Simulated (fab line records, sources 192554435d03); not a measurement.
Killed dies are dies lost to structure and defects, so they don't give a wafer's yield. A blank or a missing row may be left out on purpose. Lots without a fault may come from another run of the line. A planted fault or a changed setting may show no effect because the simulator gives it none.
fab line records | flow n5_finfet | part 2 of 2: steps 4 to 6 of 6
record lots=23 wafers=69 last_day=17
route steps=1938 shown GATE_CUT@496 MOL_CONTACT_COAG@543
lots that met no fault: from a run of the same line without faults
start_h: hours from the record's first day to the start of the lot's first wafer shown | wait_h: hours since the lot's step before | " the same as in the row above | L1.1+2: a row that stands for several wafers | - no value, or no start given | * or withheld: withheld | < > ~ a bound
route shown NAME@n: a module of which the file shows steps, and the number in the route of the first | usual: mean/standard deviation of fault-free wafers | same: alike in all rows | chamber/n: place in a boat | sites: the reading at each site | _std_site: their standard deviation | _edge_site: outer sites' mean less inner sites' | radius_mm: how far each site lies from the wafer's centre | mask NAME#n: copy n | behind: the tool/chamber that last shaped the wafer | hold: why the lot was held/for how many hours/how that ended | device: the transistor (n, p or np) that didn't switch | end of line: the same wafers' tests at the end of the route | a step without rows: its recipe alone | killed: dies lost to structure and defects at the first sort, not the wafer's yield | map: a wafer's dies, x killed, . not, _ none there
set.NAME: the setting as run; set.NAME@STEP: as run at that earlier step | model.NAME: the simulator's own value behind a step, which no gauge read
steps of the route over a sample of lots; a table a step, a row a wafer
services: from which hour (start_h, from the record's first day; less than 0 if before it) a tool's chamber was out of use, for how many hours, and why
## steps
# step N5_MOL_CONTACT_COAG_TI_SIL_19
# recipe material=Ti target_thk_a=42 temp_c=200 chamber_pressure_pa=5 power_w=5000 time_s=15
# usual cathode_dc_power_W=5000.0/0.87 throttle_valve_pct=30.1/0.62
# columns lot.wafer tool chamber start_h wait_h cathode_dc_power_W throttle_valve_pct
L074.2 pvd_sputter-03 - 87.61 0.4 5000.2 30.9
L074.3 " - " " 4999.5 28.8
L074.5 " - " " 5000.0 29.8
L075.2 pvd_sputter-01 - 91.99 0.2 5001.3 30.5
L075.3 " - " " 4999.3 30.6
L075.4 " - " " 4999.6 29.5
L076.1 pvd_sputter-03 - 103.16 0.4 4999.8 30.0
L076.2 " - " " 4999.2 30.7
L076.5 " - " " 4998.1 30.2
L077.1 pvd_sputter-03 - 109.39 0.2 5000.5 29.9
L077.2 " - " " 4997.7 30.8
L077.3 " - " " 4999.6 28.7
L078.2 pvd_sputter-01 - 111.96 0.2 5000.3 29.3
L078.3 " - " " 5000.7 30.4
L078.6 " - " " 5000.3 30.7
L080.2 pvd_sputter-02 - 126.97 0.5 4999.8 30.1
L080.3 " - " " 5000.1 30.3
L080.6 " - " " 5001.6 28.8
L081.1 pvd_sputter-01 - 129.98 0.2 4999.4 29.9
L081.3 " - " " 4999.7 30.8
L081.6 " - " " 5001.4 30.6
L082.2 pvd_sputter-02 - 135.53 0.3 4998.9 31.1
L082.3 " - " " 4999.8 30.1
L082.5 " - " " 5000.7 30.2
L083.1 pvd_sputter-03 - 141.16 0.3 5000.6 30.1
L083.2 " - " " 4999.5 30.5
L083.6 " - " " 5001.5 30.6
L084.2 pvd_sputter-02 - 151.90 1.0 5000.2 30.6
L084.3 " - " " 4999.9 30.1
L084.6 " - " " 4999.0 29.4
L085.1 pvd_sputter-03 - 154.53 0.2 5000.0 30.6
L085.2 " - " " 4998.8 30.9
L085.3 " - " " 4999.6 28.9
L086.3 pvd_sputter-01 - 164.22 0.3 4999.4 30.5
L086.5 " - " " 5000.3 30.6
L086.6 " - " " 5000.6 30.6
L087.3 pvd_sputter-02 - 170.16 0.1 5001.1 29.0
L087.4 " - " " 4999.3 30.9
L087.5 " - " " 5000.2 30.1
L088.1 pvd_sputter-01 - 171.87 0.2 5001.0 30.7
L088.4 " - " " 5000.6 30.0
L088.5 " - " " 5000.0 30.5
L089.1 pvd_sputter-03 - 178.39 0.2 4998.5 30.5
L089.2 " - " " 4999.5 30.1
L089.6 " - " " 4999.5 29.9
L090.3 pvd_sputter-02 - 183.84 0.2 5001.1 30.2
L090.4 " - " " 5002.0 29.2
L090.5 " - " " 4999.7 30.1
L091.2 pvd_sputter-03 - 190.83 0.2 4999.7 28.8
L091.3 " - " " 5000.6 30.8
L091.6 " - " " 4999.6 30.7
L092.1 pvd_sputter-01 - 196.00 0.2 5000.5 30.3
L092.2 " - " " 4999.5 30.2
L092.5 " - " " 4998.6 29.3
L093.1 pvd_sputter-02 - 202.97 0.3 4999.1 29.4
L093.2 " - " " 4999.0 30.2
L093.5 " - " " 5000.7 30.1
L094.1 pvd_sputter-02 - 206.16 0.2 5000.5 29.4
L094.2 " - " " 4999.4 30.0
L094.4 " - " " 4999.1 30.3
L095.1 pvd_sputter-02 - 213.62 0.2 5000.8 29.5
L095.3 " - " " 5001.5 30.4
L095.6 " - " " 5000.0 30.5
L096.2 pvd_sputter-01 - 220.84 0.3 5000.9 30.0
L096.5 " - " " 5001.0 30.0
L096.6 " - " " 5000.4 30.3
L097.1 pvd_sputter-02 - 226.90 0.3 5000.6 30.1
L097.4 " - " " 5001.8 29.1
L097.6 " - " " 5000.6 31.0
# step N5_MOL_CONTACT_COAG_CD_MEAS_137
# recipe target_cd_nm=16
# usual cd_nm=16.0/0.35
# columns lot.wafer tool chamber start_h wait_h cd_nm
L074.2 cd_sem-03 - 102.25 0.0 16.0
L074.3 " - " " 15.6
L074.5 " - " " 16.0
L075.2 cd_sem-01 - 103.83 0.0 16.3
L075.3 " - " " 16.4
L075.4 " - " " 16.1
L076.1 cd_sem-03 - 111.21 0.0 15.8
L076.2 " - " " 16.3
L076.5 " - " " 15.5
L077.1 cd_sem-01 - 119.49 0.0 16.1
L077.2 " - " " 15.8
L077.3 " - " " 15.6
L078.2 cd_sem-01 - 120.08 0.0 15.4
L078.3 " - " " 15.8
L078.6 " - " " 15.6
L080.2 cd_sem-01 - 136.82 0.0 15.7
L080.3 " - " " 15.7
L080.6 " - " " 15.8
L081.1 cd_sem-02 - 140.81 0.0 15.9
L081.3 " - " " 16.4
L081.6 " - " " 16.0
L082.2 cd_sem-02 - 145.52 0.0 15.9
L082.3 " - " " 16.0
L082.5 " - " " 16.5
L083.1 cd_sem-01 - 149.63 0.0 16.2
L083.2 " - " " 15.8
L083.6 " - " " 15.9
L084.2 cd_sem-02 - 163.01 0.0 16.8
L084.3 " - " " 16.2
L084.6 " - " " 16.5
L085.1 cd_sem-01 - 163.26 0.0 16.0
L085.2 " - " " 16.0
L085.3 " - " " 15.7
L086.3 cd_sem-02 - 175.10 0.0 16.1
L086.5 " - " " 16.3
L086.6 " - " " 15.8
L087.3 cd_sem-03 - 180.37 0.0 15.7
L087.4 " - " " 16.2
L087.5 " - " " 16.3
L088.1 cd_sem-03 - 184.80 0.0 15.6
L088.4 " - " " 15.6
L088.5 " - " " 15.9
L089.1 cd_sem-02 - 187.25 0.0 15.4
L089.2 " - " " 15.5
L089.6 " - " " 15.6
L090.3 cd_sem-01 - 193.88 0.0 16.2
L090.4 " - " " 15.9
L090.5 " - " " 15.9
L091.2 cd_sem-03 - 200.94 0.0 16.2
L091.3 " - " " 15.6
L091.6 " - " " 15.7
L092.1 cd_sem-02 - 206.07 0.0 15.4
L092.2 " - " " 16.3
L092.5 " - " " 15.6
L093.1 cd_sem-01 - 211.77 0.0 15.4
L093.2 " - " " 16.1
L093.5 " - " " 16.4
L094.1 cd_sem-03 - 214.58 0.0 15.9
L094.2 " - " " 16.2
L094.4 " - " " 15.7
L095.1 cd_sem-01 - 223.96 0.0 16.5
L095.3 " - " " 16.4
L095.6 " - " " 16.2
L096.2 cd_sem-01 - 229.17 0.0 15.5
L096.5 " - " " 15.8
L096.6 " - " " 15.5
L097.1 cd_sem-01 - 235.50 0.0 16.4
L097.4 " - " " 16.7
L097.6 " - " " 15.8
# step N5_MOL_CONTACT_COAG_OVL_MEAS_41
# recipe points_per_wafer=522
# usual VD_OVL=0.2/0.78
# columns lot.wafer tool chamber start_h wait_h VD_OVL[nm]
L074.2 overlay-01 0 102.64 0.0 0.7
L074.3 " 0 " " -0.5
L074.5 " 0 " " 0.8
L075.2 overlay-01 0 104.18 0.0 0.5
L075.3 " 0 " " 1.2
L075.4 " 0 " " 0.5
L076.1 overlay-01 0 111.69 0.0 0.0
L076.2 " 0 " " 1.1
L076.5 " 0 " " 0.1
L077.1 overlay-02 0 119.96 0.0 -0.3
L077.2 " 0 " " -0.9
L077.3 " 0 " " -0.3
L078.2 overlay-01 0 120.46 0.0 -1.1
L078.3 " 0 " " -1.0
L078.6 " 0 " " -1.8
L080.2 overlay-02 0 137.30 0.0 -0.4
L080.3 " 0 " " 0.0
L080.6 " 0 " " 0.2
L081.1 overlay-01 0 141.28 0.0 -0.4
L081.3 " 0 " " 0.7
L081.6 " 0 " " 0.7
L082.2 overlay-02 0 146.00 0.0 -0.7
L082.3 " 0 " " -0.2
L082.5 " 0 " " -0.1
L083.1 overlay-02 0 150.10 0.0 0.6
L083.2 " 0 " " 1.1
L083.6 " 0 " " 0.7
L084.2 overlay-01 0 163.36 0.0 1.0
L084.3 " 0 " " 0.6
L084.6 " 0 " " 0.9
L085.1 overlay-02 0 163.74 0.0 -0.2
L085.2 " 0 " " -0.2
L085.3 " 0 " " 0.3
L086.3 overlay-02 0 175.58 0.0 1.8
L086.5 " 0 " " 0.9
L086.6 " 0 " " -0.6
L087.3 overlay-02 0 180.72 0.0 2.4
L087.4 " 0 " " 1.1
L087.5 " 0 " " 1.5
L088.1 overlay-02 0 185.28 0.0 0.4
L088.4 " 0 " " -1.1
L088.5 " 0 " " -1.1
L089.1 overlay-01 0 187.72 0.0 1.6
L089.2 " 0 " " -0.2
L089.6 " 0 " " 1.1
L090.3 overlay-01 0 194.24 0.0 -0.3
L090.4 " 0 " " 0.2
L090.5 " 0 " " -1.5
L091.2 overlay-01 0 201.42 0.0 0.6
L091.3 " 0 " " -2.1
L091.6 " 0 " " 0.1
L092.1 overlay-02 0 206.42 0.0 0.5
L092.2 " 0 " " -0.3
L092.5 " 0 " " 0.4
L093.1 overlay-01 0 212.12 0.0 0.3
L093.2 " 0 " " 0.2
L093.5 " 0 " " 0.8
L094.1 overlay-02 0 214.93 0.0 0.7
L094.2 " 0 " " 1.1
L094.4 " 0 " " -0.1
L095.1 overlay-01 0 224.43 0.0 0.7
L095.3 " 0 " " 0.4
L095.6 " 0 " " -1.0
L096.2 overlay-01 0 229.52 0.0 0.4
L096.5 " 0 " " -0.8
L096.6 " 0 " " -0.2
L097.1 overlay-01 0 235.85 0.0 0.3
L097.4 " 0 " " -1.0
L097.6 " 0 " " -0.4
## services
# columns tool chamber start_h hours kind
rie_diel-05 - 60.59 0.6 repair
rie_diel-04 0 80.56 7.8 repair
pvd_sputter-02 - 88.10 1.0 repair
rie_diel-01 - 98.51 2.8 pm
rie_diel-01 3 111.79 13.2 repair
rie_diel-04 2 120.94 - clean
rie_diel-04 2 120.94 - consumable_replace:focus_ring
rie_diel-04 2 120.94 - consumable_replace:showerhead
rie_diel-04 2 120.94 23.6 scheduled_down
rie_diel-04 2 120.94 23.6 vent_cycle
rie_diel-05 0 123.19 - clean
rie_diel-05 0 123.19 - consumable_replace:focus_ring
rie_diel-05 0 123.19 28.3 scheduled_down
rie_diel-05 0 123.19 28.3 vent_cycle
rie_diel-01 0 123.46 131.8 repair
rie_diel-05 1 126.84 5.4 repair
pvd_sputter-01 - 151.43 3.4 repair
rie_diel-01 3 154.67 14.1 repair
rie_diel-04 3 176.15 - clean
rie_diel-04 3 176.15 - consumable_replace:focus_ring
rie_diel-04 3 176.15 - consumable_replace:showerhead
rie_diel-04 0 202.29 6.5 repair
rie_diel-05 2 205.97 1.6 repair
rie_diel-05 - 216.89 0.8 repair
